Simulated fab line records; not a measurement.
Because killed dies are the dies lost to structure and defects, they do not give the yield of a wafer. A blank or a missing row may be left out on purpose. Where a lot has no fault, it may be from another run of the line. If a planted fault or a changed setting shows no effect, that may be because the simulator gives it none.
Matching of chambers / flow nand harc / rie diel-12 running NHARC_A_CONTACT_ETCH_88: 4 sister chambers
The step etches the open film in CF4, target depth 39 nm, time 65 s. 8 wafers are shown with their chamber, then 10 later ones without.

## EACH WAFER AND ITS CHAMBER
wafer=L247.6; chamber=1; showerhead plenum p Torr (Torr)=1.70; drypump motor current A (A)=5.8
wafer=L250.1; chamber=3; showerhead plenum p Torr (Torr)=1.79; drypump motor current A (A)=5.7
wafer=L253.5; chamber=0; showerhead plenum p Torr (Torr)=1.67; drypump motor current A (A)=5.2
wafer=L252.2; chamber=3; showerhead plenum p Torr (Torr)=1.79; drypump motor current A (A)=5.7
wafer=L252.4; chamber=2; showerhead plenum p Torr (Torr)=1.67; drypump motor current A (A)=6.4
wafer=L252.6; chamber=0; showerhead plenum p Torr (Torr)=1.67; drypump motor current A (A)=5.2
wafer=L257.3; chamber=2; showerhead plenum p Torr (Torr)=1.66; drypump motor current A (A)=6.3
wafer=L257.5; chamber=1; showerhead plenum p Torr (Torr)=1.70; drypump motor current A (A)=5.8

## WAFERS WITH NO CHAMBER GIVEN
wafer=L257.6; showerhead plenum p Torr (Torr)=1.66; drypump motor current A (A)=6.4
wafer=L259.1; showerhead plenum p Torr (Torr)=1.79; drypump motor current A (A)=5.7
wafer=L259.5; showerhead plenum p Torr (Torr)=1.79; drypump motor current A (A)=5.7
wafer=L259.6; showerhead plenum p Torr (Torr)=1.66; drypump motor current A (A)=5.2
wafer=L262.2; showerhead plenum p Torr (Torr)=1.79; drypump motor current A (A)=5.6
wafer=L262.4; showerhead plenum p Torr (Torr)=1.70; drypump motor current A (A)=5.8
wafer=L262.6; showerhead plenum p Torr (Torr)=1.79; drypump motor current A (A)=5.7
wafer=L266.3; showerhead plenum p Torr (Torr)=1.66; drypump motor current A (A)=5.1
wafer=L266.4; showerhead plenum p Torr (Torr)=1.69; drypump motor current A (A)=5.8
wafer=L266.6; showerhead plenum p Torr (Torr)=1.66; drypump motor current A (A)=5.2

## CHAMBER TAKEN BY EACH
wafer=L257.6; from the rows above=2; in truth=2
wafer=L259.1; from the rows above=3; in truth=3
wafer=L259.5; from the rows above=3; in truth=3
wafer=L259.6; from the rows above=0; in truth=0
wafer=L262.2; from the rows above=3; in truth=3
wafer=L262.4; from the rows above=1; in truth=1
wafer=L262.6; from the rows above=3; in truth=3
wafer=L266.3; from the rows above=0; in truth=0
wafer=L266.4; from the rows above=1; in truth=1
wafer=L266.6; from the rows above=0; in truth=0
Placed correctly: 10 of 10. Left unplaced by these rows: 0. 0 placed wrongly.
How it was worked out, from the rows above alone: a wafer's distance from a chamber is the root of the sum, over the readings, of the square of ((its reading less the chamber's mean) divided by the reading's scatter). The wafer belongs to the nearest chamber; if the next one is less than 2 further off, it can't be placed. Each chamber's mean is taken over the wafers shown for it. The scatter: the root of (the sum of the squares of (reading less its chamber's mean) over the shown wafers, divided by (wafers less chambers)).
